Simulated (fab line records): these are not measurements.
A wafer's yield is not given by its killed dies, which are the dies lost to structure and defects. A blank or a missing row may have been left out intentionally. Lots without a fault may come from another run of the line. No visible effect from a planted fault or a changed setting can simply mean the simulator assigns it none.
The tool behind it: which one?	flow nandHarc	24 lots, 72 wafers sampled, at 5 steps of a route of 1159

== WHAT THE GAUGES READ, wafer by wafer ==
NHARC_A_SGD_CUT_CD_MEAS_09: target cd 100 nm.
lot	measured	on	cdNm (nm)
L076	day 14 08:30	cdSem-03	100.9 100.8 100.3
L074	day 14 08:53	cdSem-02	100.0 100.9 100.3
L075	day 14 09:23	cdSem-02	101.1 101.1 100.6
L079	day 14 13:39	cdSem-02	100.5 100.4 100.0
L078	day 14 13:48	cdSem-03	100.0 101.0 100.1
L077	day 14 20:59	cdSem-02	99.7 99.8 100.8
L081	day 15 11:42	cdSem-02	100.5 99.6 100.4
L080	day 15 12:07	cdSem-03	100.7 100.2 100.3
L083	day 16 00:39	cdSem-03	100.3 100.8 100.5
L082	day 16 02:13	cdSem-03	101.3 100.8 101.0
L084	day 16 05:15	cdSem-01	100.5 100.4 100.3
L085	day 16 23:17	cdSem-02	100.8 99.7 99.9
L087	day 16 23:44	cdSem-03	100.6 99.9 100.2
L086	day 16 23:55	cdSem-02	100.4 100.2 101.0
L088	day 17 09:31	cdSem-03	99.7 100.5 100.6
L089	day 17 10:03	cdSem-03	100.2 100.7 101.1
L090	day 17 21:29	cdSem-03	99.9 100.4 100.2
L091	day 17 21:37	cdSem-02	100.3 100.3 100.0
L092	day 18 05:15	cdSem-03	99.8 100.1 100.0
L094	day 18 16:40	cdSem-03	99.4 100.3 100.0
L095	day 18 16:59	cdSem-03	100.6 100.9 99.6
L093	day 18 17:15	cdSem-01	99.5 100.4 100.5
L096	day 19 05:00	cdSem-01	99.7 101.0 100.0
L097	day 19 15:59	cdSem-02	99.9 99.6 99.8

NHARC_A_SGD_CUT_INSPECT_25.
lot	measured	on	rawDefectCount
L076	day 14 15:00	defectInspect-02	250 302 227
L074	day 14 14:58	defectInspect-02	352 316 308
L075	day 14 15:01	defectInspect-01	262 257 175
L079	day 14 20:16	defectInspect-02	285 349 334
L078	day 14 20:16	defectInspect-01	262 333 399
L077	day 15 03:59	defectInspect-02	409 321 396
L081	day 15 18:08	defectInspect-01	291 295 294
L080	day 15 18:08	defectInspect-02	360 234 273
L083	day 16 07:16	defectInspect-01	365 369 307
L082	day 16 07:23	defectInspect-02	232 175 212
L084	day 16 11:51	defectInspect-02	270 290 222
L085	day 17 05:59	defectInspect-02	247 188 254
L087	day 17 05:53	defectInspect-02	370 284 338
L086	day 17 05:55	defectInspect-01	347 328 280
L088	day 17 15:59	defectInspect-01	243 264 318
L089	day 17 16:08	defectInspect-02	299 280 330
L090	day 18 04:02	defectInspect-02	257 222 208
L091	day 18 04:03	defectInspect-01	266 230 304
L092	day 18 11:53	defectInspect-02	448 205 329
L094	day 18 23:59	defectInspect-02	337 289 226
L095	day 18 23:58	defectInspect-01	257 297 316
L093	day 18 23:57	defectInspect-02	288 349 367
L096	day 19 13:08	defectInspect-02	443 298 590
L097	day 19 23:58	defectInspect-01	285 408 335

== EACH LOT AND THE TOOL THAT RAN IT (in order: tool; ch and the chambers of the sampled wafers; start) ==
lot	NHARC_A_STAIRCASE_CMP_450	NHARC_A_STAIRCASE_ETCHBACK_422	NHARC_A_SGD_CUT_ETCH_16
L076	cmp-04 ch 0,3, day 14 06:03	rieDiel-09 ch 0,3, day 14 06:35	rieDiel-04 ch 0,1,3, day 14 15:00 or earlier
L074	cmp-04 ch 0,1,2, day 14 06:14	rieDiel-11 ch 1,2, day 14 06:44	rieDiel-12 ch 0,1, day 14 14:58 or earlier
L075	cmp-02 ch 0,1,3, day 14 06:49	rieDiel-10 ch 0,1,2, day 14 07:21	rieDiel-12 ch 0,1,2, day 14 15:01 or earlier
L079	cmp-02 ch 0,2,3, day 14 10:58	rieDiel-10 ch 0,2,3, day 14 11:31	rieDiel-01 ch 1,2,3, day 14 20:16 or earlier
L078	cmp-04 ch 2,3, day 14 11:05	rieDiel-09 ch 0,1,2, day 14 11:38	rieDiel-12 ch 2,3, day 14 20:16 or earlier
L077	cmp-04 ch 0,1,3, day 14 18:21	rieDiel-11 ch 0,1, day 14 18:52	rieDiel-12 ch 0,1,3, day 15 03:59 or earlier
L081	cmp-04 ch 0,2,3, day 15 09:08	rieDiel-10 ch 0,1,2, day 15 09:41	rieDiel-04 ch 0,1,2, day 15 18:08 or earlier
L080	cmp-01 ch 0,1,3, day 15 09:26	rieDiel-09 ch 1,2,3, day 15 09:59	rieDiel-12 ch 2,3, day 15 18:08 or earlier
L083	cmp-04 ch 1,3, day 15 22:07	rieDiel-11 ch 2,3, day 15 22:38	rieDiel-12 ch 0,3, day 16 07:16 or earlier
L082	cmp-02 ch 0,1, day 15 22:23	rieDiel-11 ch 2,3, day 15 22:55	rieDiel-04 ch 0,1,2, day 16 07:23 or earlier
L084	cmp-01 ch 0,3, day 16 02:28	rieDiel-09 ch 1,2, day 16 03:04	rieDiel-01 ch 1,2, day 16 11:51 or earlier
L085	cmp-02 ch 0,1,3, day 16 20:50	rieDiel-10 ch 0,1, day 16 21:22	rieDiel-01 ch 2,3, day 17 05:59 or earlier
L087	cmp-04 ch 0,1,2, day 16 20:55	rieDiel-11 ch 0,1,2, day 16 21:26	rieDiel-04 ch 0,1,3, day 17 05:53 or earlier
L086	cmp-01 ch 0,1,2, day 16 21:07	rieDiel-10 ch 1,3, day 16 21:40	rieDiel-01 ch 0,1,3, day 17 05:55 or earlier
L088	cmp-04 ch 0,1,3, day 17 07:01	rieDiel-09 ch 0,1,2, day 17 07:34	rieDiel-04 ch 0,2,3, day 17 15:59 or earlier
L089	cmp-01 ch 1,3, day 17 07:30	rieDiel-10 ch 0,1, day 17 08:04	rieDiel-01 ch 1,2,3, day 17 16:08 or earlier
L090	cmp-02 ch 1,3, day 17 18:35	rieDiel-10 ch 2,3, day 17 19:10	rieDiel-04 ch 0,1,3, day 18 04:02 or earlier
L091	cmp-01 ch 0,1,2, day 17 18:41	rieDiel-09 ch 0,1,3, day 17 19:14	rieDiel-12 ch 1,2,3, day 18 04:03 or earlier
L092	cmp-02 ch 0,2, day 18 02:03	rieDiel-10 ch 1,2, day 18 02:36	rieDiel-01 ch 1,2,3, day 18 11:53 or earlier
L094	cmp-01 ch 0,1, day 18 14:01	rieDiel-10 ch 0,1,2, day 18 14:34	rieDiel-04 ch 0,1,2, day 18 23:59 or earlier
L095	cmp-04 ch 0,3, day 18 14:21	rieDiel-10 ch 0,1,3, day 18 14:56	rieDiel-01 ch 0,2,3, day 18 23:58 or earlier
L093	cmp-01 ch 0,2, day 18 14:38	rieDiel-11 ch 2,3, day 18 15:10	rieDiel-12 ch 0,2,3, day 18 23:57 or earlier
L096	cmp-02 ch 0,3, day 19 02:17	rieDiel-11 ch 0,2,3, day 19 02:59	rieDiel-01 ch 0,1, day 19 13:08 or earlier
L097	cmp-02 ch 0,1,3, day 19 13:24	rieDiel-09 ch 0,1,3, day 19 13:56	rieDiel-01 ch 0,1,3, day 19 23:58 or earlier
- NHARC_A_STAIRCASE_CMP_450: polishes SiO2, target thk 200 nm.
- NHARC_A_STAIRCASE_ETCHBACK_422: etches the open film in CH3F/O2, target depth 40 nm, time 74.286 s.
- NHARC_A_SGD_CUT_ETCH_16: etches the open film in C4F8/O2/Ar, target depth 310.5 nm, time 155.2 s.

== AS READ BY THE TOOLS THEMSELVES (means over the sampled wafers that have a number; for cases with no such wafer, the mark the record gives instead) ==
NHARC_A_STAIRCASE_CMP_450.
lot	tool	motorCurrentA (A)	slurryFilterDpKPa (kPa)
L076	cmp-04	11.7	13.53
L074	cmp-04	11.1	13.64
L075	cmp-02	11.6	13.56
L079	cmp-02	12.0	13.66
L078	cmp-04	11.0	13.51
L077	cmp-04	11.4	13.54
L081	cmp-04	11.5	13.40
L080	cmp-01	11.7	13.41
L083	cmp-04	11.2	13.40
L082	cmp-02	10.7	13.56
L084	cmp-01	11.5	13.44
L085	cmp-02	11.7	13.60
L087	cmp-04	11.4	13.43
L086	cmp-01	12.0	13.51
L088	cmp-04	11.6	13.49
L089	cmp-01	11.6	13.45
L090	cmp-02	9.9	13.47
L091	cmp-01	12.3	13.40
L092	cmp-02	11.6	13.41
L094	cmp-01	11.6	13.48
L095	cmp-04	11.9	13.57
L093	cmp-01	12.7	13.55
L096	cmp-02	12.1	13.58
L097	cmp-02	11.6	13.51

NHARC_A_STAIRCASE_ETCHBACK_422.
lot	tool	drypumpMotorCurrentA (A)	oesProductAu (a.u.)	rfVppV (V)	showerheadPlenumPTorr (Torr)	throttleValvePct (%)
L076	rieDiel-09	5.6	0.93	242.9	2.34	20.657
L074	rieDiel-11	5.9	0.92	245.3	2.54	20.663
L075	rieDiel-10	5.2	1.00	244.8	2.46	20.668
L079	rieDiel-10	5.6	0.92	243.5	2.38	20.662
L078	rieDiel-09	5.3	0.93	244.5	2.47	20.667
L077	rieDiel-11	6.3	0.91	245.3	2.53	20.663
L081	rieDiel-10	5.2	0.93	243.5	2.46	20.663
L080	rieDiel-09	5.3	1.00	244.6	2.44	20.659
L083	rieDiel-11	5.8	0.92	246.5	2.60	20.670
L082	rieDiel-11	5.8	0.99	246.7	2.60	20.666
L084	rieDiel-09	5.2	0.93	244.8	2.48	20.659
L085	rieDiel-10	5.2	1.02	245.6	2.50	20.660
L087	rieDiel-11	6.1	1.00	244.7	2.53	20.662
L086	rieDiel-10	5.8	1.01	246.1	2.61	20.658
L088	rieDiel-09	5.3	0.93	244.6	2.46	20.664
L089	rieDiel-10	5.2	1.02	244.9	2.47	20.666
L090	rieDiel-10	5.6	0.93	244.7	2.48	20.665
L091	rieDiel-09	5.3	0.93	244.1	2.41	20.663
L092	rieDiel-10	5.2	1.00	244.3	2.43	20.671
L094	rieDiel-10	5.2	1.01	244.2	2.45	20.666
L095	rieDiel-10	5.5	0.93	245.6	2.53	20.663
L093	rieDiel-11	5.6	1.00	245.0	2.55	20.660
L096	rieDiel-11	6.0	0.99	246.1	2.59	20.662
L097	rieDiel-09	5.3	1.00	243.2	2.41	20.663

NHARC_A_SGD_CUT_ETCH_16.
lot	tool	oesProductAu (a.u.)	rfVppV (V)
L076	rieDiel-04	0.972	724
L074	rieDiel-12	0.977	720
L075	rieDiel-12	0.962	722
L079	rieDiel-01	0.981	725
L078	rieDiel-12	0.975	724
L077	rieDiel-12	0.925	720
L081	rieDiel-04	0.937	725
L080	rieDiel-12	0.971	723
L083	rieDiel-12	0.945	718
L082	rieDiel-04	0.970	725
L084	rieDiel-01	0.985	727
L085	rieDiel-01	0.975	722
L087	rieDiel-04	0.972	724
L086	rieDiel-01	0.966	723
L088	rieDiel-04	0.973	721
L089	rieDiel-01	0.982	724
L090	rieDiel-04	0.974	724
L091	rieDiel-12	0.970	723
L092	rieDiel-01	0.981	724
L094	rieDiel-04	0.971	725
L095	rieDiel-01	0.966	721
L093	rieDiel-12	0.963	720
L096	rieDiel-01	0.963	723
L097	rieDiel-01	0.959	724

== THE ANSWER, worked out from the rows above alone ==
Rule: usual is defined by the lots themselves. The widest of any qualifying gaps counts: lots, ordered by their means at a reading, are off when they make up no more than a third of the lots, leave a main group of 4 or more, and stand apart from it by 3 or more times the standard deviation of that group's means. The tables above print the reading to a certain number of digits; a main group whose means all agree to those digits is not used. A lot without any number at a reading at which 4 lots or more have one is off too. All remaining lots with rows at the step are treated as sound. The gauges are gone through in route order, then the tools' own readings, and for those a lot's mean is taken as printed above. The first step at which some lot is off is used, and at that step the reading that is off furthest; a lot without a number counts as furthest.
No lot is off on any of the readings shown, so nothing can be concluded from this.

== WHAT WAS PUT IN BY THE SIMULATOR ==
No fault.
